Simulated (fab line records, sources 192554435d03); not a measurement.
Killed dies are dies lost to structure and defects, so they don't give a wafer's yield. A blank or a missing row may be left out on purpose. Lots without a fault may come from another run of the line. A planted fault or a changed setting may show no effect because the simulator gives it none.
A struck lot beside a sound one | flow n5_finfet | 15 steps out of a route of 1938
Sound: wafers L410.1, L410.3, L410.6. Struck: wafer L423.1. (L423.3 of the same lot was not struck and is left out.) The cause comes at the end.
At each step with rows: each side's tool, then ch and its chambers, then its first start. Under that, the readings that differ: sound wafers | struck wafers | difference of the means | sigmas: that difference in standard deviations of wafers without a fault.
alike: readings whose means differ by less than 2 such deviations, and words and numbers that are the same on both sides. not compared: withheld readings, readings that some wafer has no value for, bounds like >300 that may hide the same value, and numbers for which the record gives no deviation and whose values overlap.
The two part at a step that has a row with sigmas, a row that says differs or no value, or rows on one side only. Numbers that don't overlap but have no deviation are shown without sigmas and don't part them. A reading that every wafer of one side lacks parts them only if that side has two wafers or more.

first, 6 steps without rows for these wafers: N5_BEOL_M7_COAT_22 (resist thk 30 nm); N5_BEOL_M7_EBR_24; N5_BEOL_M7_SOFTBAKE_23 (time 60 s); N5_BEOL_M7_EXPOSE_25 (exposes mask V6, target cd 40 nm); N5_BEOL_M7_PEB_26 (peb time 60 s); N5_BEOL_M7_DEVELOP_27 (develop time 30 s).
N5_BEOL_M7_CD_MEAS_28: target cd 40 nm.
  sound on cd_sem-03 ch 0, day 12 11:46; struck on cd_sem-01 ch 0, day 16 16:52
  alike: cd_nm
N5_BEOL_M7_OVL_MEAS_29:
  sound on overlay-01 ch 0, day 12 11:47; struck on overlay-02 ch 0, day 16 16:53
  reading     | sound          | struck | difference | sigmas
  V6_OVL (nm) | -1.2 -1.8 -1.3 | -0.2   | +1.2       | +2
N5_BEOL_M7_INSPECT_30: inspects for defects (brightfield).
  sound on defect_inspect-02, day 12 11:51; struck on defect_inspect-01, day 16 16:56
  alike: raw_defect_count
N5_BEOL_M7_DESCUM_33: chemistry O2, time 7 s.
  sound on rie_diel-06 ch 0,1,3, day 12 12:16; struck on rie_diel-03 ch 3, day 16 17:19
  reading                | sound             | struck | difference | sigmas
  throttle_valve_pct (%) | 20.33 20.43 20.42 | 20.80  | +0.41      | +2
  alike: drypump_motor_current_A, oes_product_au, rf_vpp_V, showerhead_plenum_p_Torr
  not compared: rf_hours_counter_h
N5_BEOL_M7_ETCH_72: etches underlayer in N2/H2, target depth 6.5 nm, time 5.2 s.
  sound on rie_diel-06 ch 0,1,3, day 12 12:18; struck on rie_diel-03 ch 3, day 16 17:22
  reading                | sound             | struck | difference | sigmas
  throttle_valve_pct (%) | 17.55 17.67 18.00 | 18.34  | +0.60      | +2
  alike: drypump_motor_current_A, etch_rf_on_time_s, oes_product_au, rf_vpp_V, showerhead_plenum_p_Torr
  not compared: rf_hours_counter_h
N5_BEOL_M7_ETCH_65: etches SiARC in CF4, target depth 15.6 nm, time 26 s.
  sound on rie_diel-06 ch 0,1,3, day 12 12:19; struck on rie_diel-03 ch 3, day 16 17:23
  alike: drypump_motor_current_A, etch_rf_on_time_s, oes_product_au, rf_vpp_V, showerhead_plenum_p_Torr, throttle_valve_pct
  not compared: rf_hours_counter_h
N5_BEOL_M7_ETCH_66: etches SOC in N2/H2, target depth 80 nm, overetch 16 nm, time 120 s.
  sound on rie_diel-06 ch 0,1,3, day 12 12:21; struck on rie_diel-03 ch 3, day 16 17:24
  reading                                    | sound             | struck | difference | sigmas
  run_length_s (s)                           | 143.3 144.4 142.1 | 132.7  | -10.6      | -22
  throttle_valve_pct (%)                     | 17.50 17.65 17.96 | 18.31  | +0.61      | +2
  model.SiARC_of_BEOL_M7_COAT_64.thk_nm (nm) | 6.6 6.4 6.6       | 6.8    | +0.3       |
  alike: drypump_motor_current_A, oes_product_au, rf_vpp_V, showerhead_plenum_p_Torr
  not compared: rf_hours_counter_h
then, 1 step without rows for these wafers: N5_BEOL_M7_STRIP_69 (strips in N2/H2).
-- the record jumps here: 5 days lie between the struck wafers' starts before and after (it left off in module BEOL_M7 and takes up again in module PASSIVATION, whose first step shown is number 1936 of the route) --
N5_PASSIVATION_PROBE_49:
  sound on prober-02, day 15 12:09; struck on prober-02, day 21 08:40
  reading                | sound | struck | difference | sigmas
  sort_bin_4_leakage (%) | 0 0 0 | 0.08   | +0.08      | +2
  alike: defect_limited_yield, killed_at_M0_to_M3, killed_at_M4_up, killed_at_contacts, killed_at_front_end, killed_at_other, killed_dies, killed_open, killed_short, sort_bin_5_function, sort_bin_6_memory, sort_n_pass, sort_yield_pct

WHERE THEY PART
First at N5_BEOL_M7_OVL_MEAS_29; last, within this record, at N5_PASSIVATION_PROBE_49.

WHY: what the simulator had put in
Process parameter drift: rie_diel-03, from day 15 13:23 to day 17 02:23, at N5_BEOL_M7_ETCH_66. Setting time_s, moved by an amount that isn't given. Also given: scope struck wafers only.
